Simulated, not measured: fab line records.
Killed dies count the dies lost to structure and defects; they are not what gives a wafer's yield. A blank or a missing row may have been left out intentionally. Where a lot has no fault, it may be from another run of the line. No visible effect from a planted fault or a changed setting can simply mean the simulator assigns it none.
What tool caused it? -- flow nand harc -- 18 wafers from 6 lots sampled at 2 of the route's 1302 steps

== WHAT THE GAUGES SHOWED, per wafer ==
NHARC_HYBRID_BOND_OVL_MEAS_05.
lot,measured,on,overlay x nm (nm)
L568,day 24 19:10,overlay-01,8 -42 -12
L579,day 29 08:32,overlay-01,-16 6 8
L577,day 29 08:32,overlay-02,-11 -16 -26
L582,day 31 03:21,overlay-01,-9 -10 -11
L586,day 32 09:20,overlay-02,-36 -4 35
L587,day 33 01:49,overlay-01,18 -12 40

== WHAT TOOL EACH LOT RAN ON (gives the tool, then ch and the chambers of the sampled wafers, and finally the start) ==
lot,NHARC_A_BONDPAD_ETCH_24
L568,"rie diel-13 ch 0,2, day 24 19:10 or earlier"
L579,"rie diel-13 ch 0,3, day 29 08:32 or earlier"
L577,"rie diel-03 ch 0,1,2, day 29 08:32 or earlier"
L582,"rie diel-03 ch 1,2,3, day 31 03:21 or earlier"
L586,"rie diel-03 ch 1,2, day 32 09:20 or earlier"
L587,"rie diel-13 ch 0,1, day 33 01:49 or earlier"
- NHARC_A_BONDPAD_ETCH_24: etches the open film in CF4/N2, target depth 30 nm, time 72.99 s.

== THE ANSWER, worked out from the rows above alone ==
Rule: usual is defined by the lots themselves. The widest of any qualifying gaps counts: lots, ordered by their means at a reading, are off when they make up no more than a third of the lots, leave a main group of 4 or more, and stand apart from it by 3 or more times the standard deviation of that group's means. Not used: any main group whose means are identical at the precision the tables above print for the reading. Also off: a lot with no number at a reading for which 4 or more lots have one. The other lots that the step has rows for count as sound.
Across all readings shown, no lot is off: no conclusion can be drawn from this.

== WHAT HAD BEEN PUT IN BY THE SIMULATOR ==
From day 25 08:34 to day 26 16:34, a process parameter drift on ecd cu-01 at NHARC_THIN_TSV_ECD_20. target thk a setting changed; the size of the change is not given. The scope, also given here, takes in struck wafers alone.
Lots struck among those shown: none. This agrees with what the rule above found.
